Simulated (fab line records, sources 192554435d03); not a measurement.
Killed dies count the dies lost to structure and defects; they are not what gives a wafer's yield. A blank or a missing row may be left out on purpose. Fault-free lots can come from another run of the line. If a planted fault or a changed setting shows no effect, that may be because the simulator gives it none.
Split-lot trial -- flow n5_finfet -- on a route of 1938 steps: 7 lots, 21 wafers read

## ABOUT THE SPLIT
At N5_SDB_COAT_03 (time 60 s, resist thk 100 nm), the setting spin_rpm was moved away from the recipe's 1500 rpm on 6 of the 21 wafers read, by -11.2% to -6.3%. This setting was run at the recipe's value on the other wafers.

## FROM THE SPLIT TO THE READING: what the file shows between them, 4 steps
- N5_SDB_COAT_04: time 60 s, resist thk 18 nm
- N5_SDB_COAT_05: resist thk 90 nm
- N5_SDB_DESCUM_16: chemistry O2, time 7.9 s
- N5_SDB_ETCH_17: etches SiARC in CF4, target depth 23.4 nm, time 39 s

## THE READING
etch.depth_nm (the simulator's own value, which no gauge read), in nm, at N5_SDB_ETCH_18 (etches SOC in N2/H2, target depth 100 nm, overetch 20 nm, time 150 s). The file gives no usual value for it. The 15 wafers here that ran the recipe average 99.99 nm, standard deviation 0.2 nm.

wafer,"tool, chamber at the split","spin_rpm as run, rpm",against the recipe,"etch.depth_nm, nm",against lot-mates on the recipe
L074.1,"litho_track-01, 0",1500,recipe,100.2,-
L074.3,"litho_track-01, 0",1406,-6.3%,103.6,+3.51
L074.5,"litho_track-01, 0",1500,recipe,99.97,-
L080.2,"litho_track-05, 0",1344,-10.4%,106.1,+6.17
L080.5,"litho_track-05, 0",1500,recipe,99.99,-
L080.6,"litho_track-05, 0",1500,recipe,99.87,-
L083.1,"litho_track-03, 0",1332,-11.2%,106.7,no lot-mate on the recipe
L083.2,"litho_track-03, 0",1332,-11.2%,106.5,no lot-mate on the recipe
L083.5,"litho_track-03, 0",1332,-11.2%,106.4,no lot-mate on the recipe
L086.3,"litho_track-03, 0",1500,recipe,99.48,-
L086.4,"litho_track-03, 0",1500,recipe,99.83,-
L086.6,"litho_track-03, 0",1500,recipe,100.1,-
L091.1,"litho_track-05, 0",1500,recipe,100,-
L091.2,"litho_track-05, 0",1349,-10.1%,105.4,+5.47
L091.5,"litho_track-05, 0",1500,recipe,99.86,-
L093.3,"litho_track-01, 0",1500,recipe,100.3,-
L093.5,"litho_track-01, 0",1500,recipe,99.85,-
L093.6,"litho_track-01, 0",1500,recipe,100.1,-
L097.3,"litho_track-05, 0",1500,recipe,100,-
L097.4,"litho_track-05, 0",1500,recipe,99.93,-
L097.6,"litho_track-05, 0",1500,recipe,100.3,-

THE FIT
A straight line over all 21 wafers: etch.depth_nm changes by -0.577 nm for each +1% of spin_rpm; r = -1.00; the points scatter about the line by 0.21 nm.
The same after taking each lot's own level away (the mean of its wafers on the recipe; 18 wafers): -0.568 nm for each +1%; r = -1.00; scatter 0.19 nm.
Per that fit: largest spin_rpm move, reading shift of 6.4 nm.
The lots' own levels span 99.803 to 100.085 nm, that is 1.4 times the standard deviation above.
So the lot-to-lot level changes the slope little: the two slopes agree.
Check: +5.7 nm against its lot-mates is what the line predicts for one of the wafers moved furthest among these (-10.4%) when that wafer is left out of the fit. Against them it came out at +6.17 nm.

## OTHER SPLITS APPLIED TO THESE WAFERS
Before the reading, these wafers also passed through other splits. Each is held against what the fit with the lots' levels taken away leaves over:
other split on the same wafers,wafers away from the commonest value,r with etch.depth_nm (lot level and that fit taken away)
N5_WELL_APT_EXPOSE_22 dose_mj,7,+0.09
N5_WELL_APT_PEB_23 peb_temp_c,5,-0.22
N5_FIN_SAQP_ETCH_65 time_s,4,-0.01
N5_FIN_SAQP_FIN_ETCH_36 icp_w,7,+0.05
N5_DUMMY_GATE_COAT_35 spin_rpm,5,-0.30
N5_SPACER0_ALD_00 ald_cycles,8,+0.00
N5_SDB_HM_DEP_00 time_s,6,-0.05

## THE WHOLE CHAIN: every reading that the file lists as answering this split, in the file's order
step,what it does,reading,change (the file's fit),r (the file's)
N5_SDB_COAT_03,"time 60 s, resist thk 100 nm","SOC_of_SDB_COAT_03.thk_nm (the simulator's own value, which no gauge read)",-0.566 nm for each +1% of the setting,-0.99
N5_SDB_ETCH_18,"etches SOC in N2/H2, target depth 100 nm, overetch 20 nm, time 150 s","etch.depth_nm (the simulator's own value, which no gauge read)",-0.566 nm for each +1% of the setting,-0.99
N5_SDB_STRIP_22,strips in N2/H2,strip_time_to_endpoint_s,withheld for each +1% of the setting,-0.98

## FILE'S OWN FIT
etch.depth_nm changes by -0.566 nm for each +1% of spin_rpm, r = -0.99.
